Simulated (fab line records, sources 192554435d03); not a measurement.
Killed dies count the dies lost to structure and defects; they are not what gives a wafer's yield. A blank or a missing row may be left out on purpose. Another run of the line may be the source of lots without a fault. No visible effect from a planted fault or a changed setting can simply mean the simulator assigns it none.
Lot-split experiment + flow n5-finfet + on a route of 1938 steps: 7 lots, 21 wafers read

== SPLIT DETAILS ==
At N5_FIN_SAQP_SPACER1_ALD_24 (deposits SiO2, target thk 20.3 nm, pulse time 1 s, purge time 2 s), the setting ald-cycles was moved away from the recipe's 218 on 8 of the 21 wafers read, by +6.9% to +11.9%. This setting was run at the recipe's value on the other wafers.

== FROM THE SPLIT TO THE READING: what the file shows between them, 2 steps ==
- N5_FIN_SAQP_SPACER1_ETCHBACK_25: etches SiO2 in CHF3/O2, target depth 24.4 nm, time 12.2 s
- N5_FIN_SAQP_MANDREL1_REMOVE_56: chemistry HBr/Cl2/O2, target a-Si, stops on SiNx, bt time 10 s

== THE READING ==
cd-nm at N5_FIN_SAQP_CD_MEAS_27, given in nm (cd target 20 nm). Typical for fault-free wafers on this fab line: 20.34 nm, with standard deviation 0.23 nm.

| wafer  | tool, chamber at the split | ald-cycles as run | against the recipe | cd-nm, nm | against lot-mates on the recipe |
|--------|----------------------------|-------------------|--------------------|-----------|---------------------------------|
| L074.1 | ald-sin-03, 2,3            | 233               | +6.9%              | 21.59     | +1.36                           |
| L074.5 | ald-sin-03, 2              | 218               | recipe             | 20.23     | -                               |
| L074.6 | ald-sin-03, 2,3            | 233               | +6.9%              | 21.89     | +1.66                           |
| L075.3 | ald-sin-04, 0,2            | 218               | recipe             | 20.25     | -                               |
| L075.4 | ald-sin-04, 0,2            | 218               | recipe             | 19.96     | -                               |
| L075.5 | ald-sin-04, 1              | 218               | recipe             | 20.09     | -                               |
| L080.1 | ald-sin-02, 3,2,1          | 218               | recipe             | 19.99     | -                               |
| L080.2 | ald-sin-02, 3,2,1          | 218               | recipe             | 20.26     | -                               |
| L080.3 | ald-sin-02, 3,2,1          | 218               | recipe             | 20.54     | -                               |
| L084.2 | ald-sin-04, 1              | 218               | recipe             | 20.22     | -                               |
| L084.3 | ald-sin-04, 0              | 218               | recipe             | 20.52     | -                               |
| L084.5 | ald-sin-04, 0              | 218               | recipe             | 20.18     | -                               |
| L089.2 | ald-sin-02, 1              | 237               | +8.7%              | 22.02     | +2.03                           |
| L089.5 | ald-sin-02, 2              | 218               | recipe             | 19.99     | -                               |
| L089.6 | ald-sin-02, 1              | 237               | +8.7%              | 22.01     | +2.02                           |
| L091.4 | ald-sin-02, 0,2            | 244               | +11.9%             | 22.56     | +2.17                           |
| L091.5 | ald-sin-02, 0,2            | 244               | +11.9%             | 22.96     | +2.57                           |
| L091.6 | ald-sin-02, 1              | 218               | recipe             | 20.39     | -                               |
| L095.3 | ald-sin-02, 3,0            | 240               | +10.1%             | 22.43     | +1.84                           |
| L095.4 | ald-sin-02, 3,0            | 240               | +10.1%             | 22.58     | +1.99                           |
| L095.5 | ald-sin-02, 0              | 218               | recipe             | 20.59     | -                               |
When a row names more than one chamber, that row covers several wafers, and the file does not tell which wafer ran in which chamber.

THE FIT
A straight line over all 21 wafers: cd-nm changes by +0.213 nm for each +1% of ald-cycles; r = +0.98; the points scatter about the line by 0.19 nm.
The same after taking each lot's own level away (the mean of its wafers on the recipe; 21 wafers): +0.205 nm for each +1%; r = +0.99; scatter 0.18 nm.
Per that fit: largest ald-cycles move, reading shift of 2.4 nm.
The span of the lots' own levels, 19.990 to 20.590 nm, comes to 2.6 times the standard deviation stated above.
Hence the lot-to-lot level has little effect on the slope; both slopes agree.
Check: with one of the wafers moved furthest among these (+11.9%) left out of the fit, the line predicts +2.52 nm for it against its lot-mates. It came out at +2.17 nm against them.

== OTHER SPLITS APPLIED TO THESE WAFERS ==
Other splits were also applied to these wafers ahead of the reading. Each is held against what the fit with the lots' levels taken away leaves over:
| other split on the same wafers | wafers away from the commonest value | r with cd-nm (lot level and that fit taken away) |
|--------------------------------|--------------------------------------|--------------------------------------------------|
| N5_ZERO_LAYER_PECVD_02 time-s  | 8                                    | -0.02                                            |
| N5_ZERO_LAYER_COAT_05 spin-rpm | 6                                    | -0.13                                            |
| N5_WELL_APT_PEB_06 peb-time-s  | 10                                   | +0.06                                            |
| N5_WELL_APT_COAT_19 spin-rpm   | 6                                    | -0.13                                            |

== THE WHOLE CHAIN: every reading that the file lists as answering this split, in the file's order ==
| step                           | what it does                                                      | reading                                                                                 | change (the file's fit)               | r (the file's) |
|--------------------------------|-------------------------------------------------------------------|-----------------------------------------------------------------------------------------|---------------------------------------|----------------|
| N5_FIN_SAQP_SPACER1_ALD_24     | deposits SiO2, target thk 20.3 nm, pulse time 1 s, purge time 2 s | SiO2_of_FIN_SAQP_SPACER1_ALD_24.thk-nm (the simulator's own value, which no gauge read) | +0.213 nm for each +1% of the setting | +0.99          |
| N5_FIN_SAQP_MANDREL1_REMOVE_56 | chemistry HBr/Cl2/O2, target a-Si, stops on SiNx, bt time 10 s    | FIN_SAQP.cd-nm (the simulator's own value, which no gauge read)                         | +0.207 nm for each +1% of the setting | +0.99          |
| N5_FIN_SAQP_CD_MEAS_27         | target cd 20 nm                                                   | cd-nm                                                                                   | +0.206 nm for each +1% of the setting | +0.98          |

== FILE'S OWN FIT ==
cd-nm changes by +0.206 nm for each +1% of ald-cycles, r = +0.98.
